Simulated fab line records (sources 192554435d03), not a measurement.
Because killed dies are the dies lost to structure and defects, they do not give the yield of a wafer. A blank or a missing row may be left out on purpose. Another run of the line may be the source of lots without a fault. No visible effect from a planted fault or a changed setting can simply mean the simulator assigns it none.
fab line records	flow n5_finfet
record: lots: 11	wafers: 33	last_day: 19
route steps=1938 shown PMOS_HMC_CHANNEL_EPI@71 BEOL_M15@1821 MIM_TOP_LITHO@1848 MIM_TOP_ETCH@1851 PASSIVATION@1936
lots with no fault: from the same line, run without faults
start_h: the number of hours between the record's first day and the start of the first shown wafer of the lot	wait_h: hours from the lot's prior step to this one	" unchanged from the row above	L1.1+2: a single row standing in for several wafers	- no value, or no start was given	* or withheld: withheld	< > ~ a bound
route shown NAME@n: a module of which the file shows steps, and the number in the route of the first	usual: mean and standard deviation over wafers with no fault	same: alike in all rows	chamber/n: place in a boat	sites: each site's reading	_std_site: their standard deviation	_edge_site: inner sites' mean taken away from outer sites' mean	radius_mm: for every site, how far away it sits from the centre of the wafer	mask NAME#n: copy n	behind: the tool/chamber that last shaped the wafer	hold: why the lot was held/for how many hours/how that ended	device: transistor that didn't switch, given as n, p or np	end of line: the tests these same wafers got at the end of their route	for a step that has no rows: nothing shown but its recipe	killed: at the first sort, the dies lost to defects and structure; wafer yield is something else	map: shows each die of a wafer: x if killed, . if not, _ if none is there
set.NAME: setting as actually run; set.NAME@STEP: the setting as run at that earlier step	model.NAME: the simulator's own value behind a step, which no gauge read
steps of the route over a sample of lots; a table a step, a row a wafer
services: when a tool's chamber went out of use (start_h, in hours from the record's first day, below 0 if earlier), for how many hours, and the reason
== steps ==
step: N5_PMOS_HMC_CHANNEL_EPI_STRIP_33
recipe: chemistry: N2/H2	power_w: 500	temp_c: 40	pressure_mtorr: 50	rf_frequency_hz: 6e+07	overash_fraction: 0.3	bias_power_w: 8	h2_frac: 0.5	n2_flow_sccm: 300	h2_flow_sccm: 300
usual: drypump_motor_current_A: 5.5/0.51	oes_product_au: 0.82/0.092	rf_vpp_V: 54.1/1.6	showerhead_plenum_p_Torr: 3.38/0.12	throttle_valve_pct: 19.0/0.35
lot.wafer	tool	chamber	start_h	wait_h	drypump_motor_current_A	oes_product_au	rf_hours_counter_h	rf_vpp_V	showerhead_plenum_p_Torr	throttle_valve_pct
L354.1	rie_diel-01	1	23.54	0.0	6.2	0.77	146	54.1	3.49	19.0
L354.4	"	0	"	"	6.2	0.73	207	55.2	3.49	19.5
L354.5	"	1	"	"	6.2	0.77	-	53.1	3.49	19.0
L356.3	rie_diel-04	1	35.28	0.0	5.7	0.95	13	54.5	3.30	19.0
L356.4	"	2	"	"	5.5	0.80	92	56.6	3.25	18.3
L356.5	"	2	"	"	5.5	0.81	-	51.9	3.24	18.4
L357.1	rie_diel-01	1	42.49	0.0	6.2	0.76	154	55.1	3.49	19.0
L357.3	"	3	"	"	6.4	0.70	241	51.1	3.29	19.0
L357.5	"	3	"	"	6.4	0.70	-	55.0	3.30	19.0
L358.3	rie_diel-05	1	47.53	0.0	5.9	0.97	12	53.6	3.57	19.4
L358.4	"	2	"	"	5.5	0.80	100	53.8	3.23	18.4
L358.6	"	0	"	"	4.8	0.75	-	53.0	3.52	18.9
L359.2	rie_diel-05	2	53.50	0.0	5.5	0.83	102	52.8	3.23	18.4
L359.4	"	0	"	"	4.7	0.75	154	52.8	3.52	18.8
L359.6	"	3	"	"	5.0	0.98	-	51.9	3.29	19.0
L360.2	rie_diel-04	0	60.03	0.0	5.8	0.73	181	53.1	3.35	19.3
L360.3	"	1	"	"	5.8	0.92	20	52.2	3.29	19.0
L360.5	"	1	"	"	5.8	0.92	-	52.3	3.29	19.0
L364.1	rie_diel-04	1	84.24	0.0	5.7	0.91	26	52.9	3.29	19.0
L364.3	"	0	"	"	5.8	0.74	188	53.5	3.35	19.3
L364.6	"	1	"	"	5.7	0.90	-	54.6	3.29	19.0
L365.2	rie_diel-04	0	89.67	0.0	5.8	0.74	189	57.3	3.35	19.3
L365.3	"	1	"	"	5.7	0.90	28	53.7	3.29	19.0
L365.4	"	2	"	"	5.5	0.81	107	52.7	3.24	18.3
L366.3	rie_diel-04	0	95.65	0.0	5.9	0.73	191	54.8	3.35	19.3
L366.4	"	2	"	"	5.5	0.79	109	54.1	3.24	18.4
L366.5	"	1	"	"	5.7	0.92	-	52.3	3.29	19.0
L369.1	rie_diel-04	3	113.29	0.0	5.8	0.72	202	54.0	3.34	19.2
L369.2	"	1	"	"	5.8	0.91	36	52.7	3.28	19.0
L369.6	"	0	"	"	5.8	0.72	-	55.3	3.35	19.3
L374.1	rie_diel-05	2	143.97	0.0	5.6	0.78	130	52.6	3.21	18.4
L374.2	"	3	"	"	5.0	0.90	31	56.9	3.28	19.0
L374.3	"	1	"	"	5.9	0.91	40	55.1	3.56	19.5
step: N5_BEOL_M15_SPUTTER_45
recipe: material: Cu	target_thk_a: 1000	temp_c: -20	bias_v: 60	power_w: 26000	chamber_pressure_pa: 0.13	time_s: 16.67
usual: chuck_gas_flow_sccm: 1.26/0.057	throttle_valve_pct: 29.7/0.92
lot.wafer	tool	chamber	start_h	wait_h	chuck_gas_flow_sccm	throttle_valve_pct
L357.1	pvd_sputter-02	-	324.12	0.0	1.33	28.6
L357.3	"	-	"	"	1.35	29.2
L357.5	"	-	"	"	1.31	29.4
L358.3	pvd_sputter-01	-	328.64	0.0	1.26	28.3
L358.4	"	-	"	"	1.19	31.5
L358.6	"	-	"	"	1.23	31.6
L356.3	pvd_sputter-03	-	336.68	0.0	1.17	29.8
L356.4	"	-	"	"	1.33	31.2
L356.5	"	-	"	"	1.31	29.1
L359.2	pvd_sputter-03	-	338.44	0.0	1.27	29.9
L359.4	"	-	"	"	1.29	29.5
L359.6	"	-	"	"	1.19	30.1
L354.1	pvd_sputter-02	-	340.96	0.0	1.33	29.4
L354.4	"	-	"	"	1.20	29.3
L354.5	"	-	"	"	1.26	29.4
L360.2	pvd_sputter-01	-	343.99	0.0	1.27	31.5
L360.3	"	-	"	"	1.25	30.2
L360.5	"	-	"	"	1.19	28.6
L365.2	pvd_sputter-01	-	367.09	0.0	1.32	28.6
L365.3	"	-	"	"	1.29	31.2
L365.4	"	-	"	"	1.31	28.7
L366.3	pvd_sputter-01	-	374.81	0.0	1.22	28.6
L366.4	"	-	"	"	1.35	30.1
L366.5	"	-	"	"	1.17	31.3
L364.1	pvd_sputter-03	-	380.41	0.0	1.31	31.3
L364.3	"	-	"	"	1.29	29.9
L364.6	"	-	"	"	1.28	29.3
L369.1	pvd_sputter-03	-	408.22	0.0	1.17	30.1
L369.2	"	-	"	"	1.30	29.1
L369.6	"	-	"	"	1.32	29.2
L374.1	pvd_sputter-03	-	444.39	0.0	1.20	30.2
L374.2	"	-	"	"	1.30	30.0
L374.3	"	-	"	"	1.31	31.2
step: N5_MIM_TOP_LITHO_OVL_MEAS_11
recipe: points_per_wafer: 44
usual: MIM_TOP_OVL: -4/5.9
lot.wafer	tool	chamber	start_h	wait_h	MIM_TOP_OVL[nm]
L357.1	overlay-02	0	330.30	0.0	-9
L357.3	"	0	"	"	-5
L357.5	"	0	"	"	-7
L358.3	overlay-02	0	334.44	0.0	-14
L358.4	"	0	"	"	-9
L358.6	"	0	"	"	-17
L356.3	overlay-02	0	341.75	0.0	-5
L356.4	"	0	"	"	-5
L356.5	"	0	"	"	-2
L359.2	overlay-01	0	343.71	0.0	4
L359.4	"	0	"	"	3
L359.6	"	0	"	"	0
L354.1	overlay-02	0	345.93	0.0	2
L354.4	"	0	"	"	-15
L354.5	"	0	"	"	1
L360.2	overlay-01	0	350.07	0.0	-5
L360.3	"	0	"	"	-10
L360.5	"	0	"	"	-16
L365.2	overlay-01	0	372.12	0.0	-3
L365.3	"	0	"	"	-2
L365.4	"	0	"	"	-6
L366.3	overlay-02	0	379.68	0.0	5
L366.4	"	0	"	"	-15
L366.5	"	0	"	"	-1
L364.1	overlay-02	0	385.54	0.0	-6
L364.3	"	0	"	"	-9
L364.6	"	0	"	"	2
L369.1	overlay-01	0	412.58	0.0	0
L369.2	"	0	"	"	7
L369.6	"	0	"	"	10
L374.1	overlay-02	0	450.48	0.0	-9
L374.2	"	0	"	"	-5
L374.3	"	0	"	"	-9
step: N5_MIM_TOP_ETCH_ETCH_00
recipe: chemistry: Cl2/BCl3	target: TiN	target_depth_a: 385	ion_energy_ev: 150	pressure_mtorr: 10	icp_w: 1000	bias_w: 126	Cl2_flow_sccm: 53.25	bcl3_flow_sccm: 21.75	Ar_flow_sccm: 25
usual: bcl3_flow_sccm: 21.74/0.061	drypump_motor_current_A: 5.5/0.58	oes_product_au: 0.83/0.061	throttle_valve_pct: 22.66/0.26
lot.wafer	tool	chamber	start_h	wait_h	bcl3_flow_sccm	drypump_motor_current_A	oes_product_au	rf_hours_counter_h	throttle_valve_pct
L357.1	rie_metal-01	0	330.48	0.1	21.69	5.0	0.83	34	22.68
L357.3	"	0	"	"	21.68	4.9	0.82	-	22.67
L357.5	"	1	"	"	21.71	5.6	0.76	-	22.41
L358.3	rie_metal-02	1	334.62	0.1	21.69	6.4	0.85	-	22.86
L358.4	"	0	"	"	21.72	4.8	0.93	-	22.37
L358.6	"	1	"	"	21.73	6.4	0.85	-	22.85
L356.3	rie_metal-02	0	341.97	0.1	21.74	4.9	0.90	-	22.37
L356.4	"	1	"	"	21.84	6.4	0.83	-	22.85
L356.5	"	1	"	"	21.85	6.4	0.83	-	22.85
L359.2	rie_metal-01	0	343.90	0.1	21.76	5.0	0.82	-	22.67
L359.4	"	0	"	"	21.86	4.9	0.82	-	22.68
L359.6	"	0	"	"	21.80	5.0	0.82	-	22.68
L354.1	rie_metal-01	0	346.08	0.1	21.75	5.0	0.82	35	22.65
L354.4	"	0	"	"	21.76	5.0	0.82	-	22.68
L354.5	"	0	"	"	21.71	5.0	0.82	-	22.68
L360.2	rie_metal-03	1	350.37	0.1	21.80	6.0	0.95	4	22.33
L360.3	"	1	"	"	21.81	6.0	0.95	-	22.34
L360.5	"	1	"	"	21.75	6.0	0.95	-	22.33
L365.2	rie_metal-03	0	372.26	0.1	21.65	5.1	0.77	51	23.00
L365.3	"	1	"	"	21.88	6.0	0.93	-	22.33
L365.4	"	0	"	"	21.70	5.1	0.76	-	23.00
L366.3	rie_metal-03	0	380.30	0.1	21.67	5.2	0.77	-	23.03
L366.4	"	1	"	"	21.87	6.0	0.92	-	22.35
L366.5	"	0	"	"	21.81	5.1	0.76	-	23.00
L364.1	rie_metal-03	0	385.68	0.1	21.80	5.2	0.76	53	23.02
L364.3	"	1	"	"	21.62	6.0	0.93	-	22.36
L364.6	"	0	"	"	21.76	5.2	0.77	-	23.01
L369.1	rie_metal-02	1	413.24	0.1	21.78	6.4	0.81	38	22.85
L369.2	"	1	"	"	21.70	6.4	0.81	-	22.87
L369.6	"	1	"	"	21.65	6.3	0.81	-	22.87
L374.1	rie_metal-01	1	450.63	0.1	21.73	5.6	0.74	49	22.42
L374.2	"	0	"	"	21.75	4.9	0.79	46	22.70
L374.3	"	1	"	"	21.71	5.7	0.74	-	22.42
step: N5_PASSIVATION_PROBE_49
usual: defect_limited_yield: 91.4/1.2	killed_at_M0_to_M3: 35/11	killed_at_M4_up: 14/6	killed_at_contacts: 12/6.7	killed_at_front_end: 37/9.7	killed_at_other: 3.5/2.5	killed_dies: 102/15	killed_on_rim: 13/3.6	killed_open: 67/12	killed_short: 33/7.3	sort_bin_5_function: 5.1/0.81	sort_bin_6_memory: 3.2/0.65	sort_n_pass: 1078/15	sort_yield_pct: 91.4/1.2
same: gross_dies: 1180	killed_at_back_side: 0	sort_bin_4_leakage[%]: 0	sort_bin_8_speed[%]: 0
lot.wafer	tool	chamber	start_h	wait_h	defect_limited_yield[%]	killed_at_M0_to_M3	killed_at_M4_up	killed_at_contacts	killed_at_front_end	killed_at_other	killed_dies	killed_on_rim	killed_open	killed_short	sort_bin_5_function[%]	sort_bin_6_memory[%]	sort_n_pass	sort_yield_pct[%]
L365.3	prober-02	-	381.64	0.4	90.8	35	23	14	26	10	108	12	78	29	5.3	3.5	1072	90.8
L366.3	prober-02	-	389.74	0.1	84.4	31	18	8	125	2	184	27	66	15	9.7	3.2	996	84.4
L366.4	prober-02	-	389.79	0.2	80.7	31	14	4	175	4	228	18	46	33	11.9	4.4	952	80.7
L366.5	prober-02	-	389.84	0.2	84.9	30	21	6	118	3	178	33	56	29	9.7	2.5	1002	84.9
L364.1	prober-01	-	396.86	0.0	91.4	39	20	10	30	3	102	17	63	38	5.3	3.1	1078	91.4
L369.1	prober-01	-	422.01	0.0	87.1	36	4	14	95	3	152	33	55	29	7.5	3.2	1028	87.1
L369.2	prober-01	-	422.06	0.1	82.2	50	16	18	115	11	210	30	87	35	11.6	4.2	970	82.2
L369.6	prober-01	-	422.26	0.3	84.8	22	17	4	133	3	179	32	46	26	9.0	3.2	1001	84.8
killed by level:class
L365.3 BEOL_M4:geometric_particle:open=15 BEOL_M3:geometric_particle:open=14 STI_FIN_REVEAL:geometric_particle:open=11 MOL_CONTACT_COAG:geometric_particle:open=10 BEOL_M0_SAQP:geometric_particle:open=6 BEOL_M1:geometric_particle:open=5 PASS1_CAP:geometric_particle:short=5 FIN_SAQP:geometric_particle:open=4
L366.3 PMOS_HMC_CHANNEL_EPI:unspecified=102 BEOL_M4:geometric_particle:open=13 BEOL_M1:geometric_particle:open=10 MOL_CONTACT_COAG:geometric_particle:open=8 DUMMY_GATE:geometric_particle:open=5 BEOL_M0:geometric_particle:open=5 BEOL_M3:geometric_particle:open=5 STARTING-WAFER:geometric_particle:open=5
L366.4 PMOS_HMC_CHANNEL_EPI:unspecified=147 BEOL_M0_SAQP:geometric_particle:short=7 FIN_SAQP:geometric_particle:short=5 BEOL_M0_SAQP:geometric_particle:open=5 BEOL_M1:geometric_particle:short=5 BEOL_M1:geometric_particle:open=5 STI_FIN_REVEAL:geometric_particle:open=4 BEOL_M8:geometric_particle:open=4
L366.5 PMOS_HMC_CHANNEL_EPI:unspecified=93 FIN_SAQP:geometric_particle:open=9 BEOL_M0:geometric_particle:open=9 BEOL_M1:geometric_particle:open=5 BEOL_M4:geometric_particle:open=5 DUMMY_GATE:geometric_particle:open=4 MOL_CONTACT_COAG:geometric_particle:open=4 BEOL_M0_SAQP:geometric_particle:open=4
L364.1 BEOL_M0_SAQP:geometric_particle:short=16 BEOL_M4:geometric_particle:open=13 BEOL_M0_SAQP:geometric_particle:open=10 MOL_CONTACT_COAG:geometric_particle:open=9 STI_FIN_REVEAL:geometric_particle:open=5 DUMMY_GATE:geometric_particle:open=5 BEOL_M3:geometric_particle:open=5 GATE_CUT:geometric_particle:short=4
L369.1 PMOS_HMC_CHANNEL_EPI:unspecified=68 BEOL_M0_SAQP:geometric_particle:open=14 MOL_CONTACT_COAG:geometric_particle:open=10 BEOL_M0_SAQP:geometric_particle:short=8 BEOL_M1:geometric_particle:open=6 DUMMY_GATE:geometric_particle:open=4 MOL_CONTACT_COAG:geometric_particle:short=4 GATE_CUT:geometric_particle:open=4
L369.2 PMOS_HMC_CHANNEL_EPI:unspecified=87 MOL_CONTACT_COAG:geometric_particle:open=15 BEOL_M0_SAQP:geometric_particle:short=13 BEOL_M2:geometric_particle:open=13 BEOL_M0_SAQP:geometric_particle:open=12 BEOL_M4:geometric_particle:open=9 STI_FIN_REVEAL:geometric_particle:open=7 DUMMY_GATE:geometric_particle:open=7
L369.6 PMOS_HMC_CHANNEL_EPI:unspecified=105 FIN_SAQP:geometric_particle:open=7 BEOL_M0_SAQP:geometric_particle:short=6 BEOL_M0_SAQP:geometric_particle:open=6 BEOL_M4:geometric_particle:open=6 FIN_SAQP:geometric_particle:short=5 STI_FIN_REVEAL:geometric_particle:open=5 BEOL_M3:geometric_particle:open=3
== services ==
tool	chamber	start_h	hours	kind
rie_diel-05	-	25.24	0.2	repair
pvd_sputter-03	-	67.77	2.6	repair
rie_diel-05	1	80.42	9.3	repair
pvd_sputter-03	-	95.43	5.3	repair
rie_diel-04	2	105.37	13.3	repair
rie_metal-03	-	132.29	15.6	pm
pvd_sputter-01	-	135.91	8.5	repair
pvd_sputter-03	-	147.37	0.7	repair
rie_metal-03	0	148.66	21.8	repair
rie_metal-02	1	199.28	6.9	repair
rie_diel-04	2	222.58	4.9	repair
rie_diel-05	-	223.92	0.2	repair
rie_metal-02	-	325.49	1.1	repair
rie_metal-01	1	339.18	17.2	repair
rie_metal-03	0	339.98	5.8	repair
rie_metal-01	1	374.88	1.7	repair
pvd_sputter-01	-	376.86	2.8	repair
rie_diel-05	3	378.97	14.3	repair
rie_diel-05	0	379.15	1.6	repair
rie_metal-02	0	383.10	15.2	repair
rie_diel-04	0	399.11	26.0	repair
rie_diel-04	2	402.36	8.4	repair
rie_metal-02	0	408.68	5.2	repair
pvd_sputter-03	-	434.03	2.5	repair
== key ==
first_sign: step: N5_PASSIVATION_PROBE_49	reading: killed_at_front_end	direction: up	sigmas: 9.3	usual: 37	struck: 127
effect: step: N5_PASSIVATION_PROBE_49	reading: killed_dies	direction: up	sigmas: 5.9	usual: 102	struck: 188
more_kills_born_at: N5_PMOS_HMC_CHANNEL_EPI_STRIP_33@rie_diel-04: 602
met_at N5_PMOS_HMC_CHANNEL_EPI_STRIP_33
struck_lots L366,L369
not_acting_at N5_BEOL_M15_SPUTTER_45,N5_MIM_TOP_LITHO_OVL_MEAS_11,N5_MIM_TOP_ETCH_ETCH_00
onset_between 89.67 95.65
fault: kind: chamber_particle_source	tool: rie_diel-04	chamber: -	onset_h: 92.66	steps: N5_PMOS_HMC_CHANNEL_EPI_STRIP_33	rate_per_visit_cm2: 1.5782	end_h: 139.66
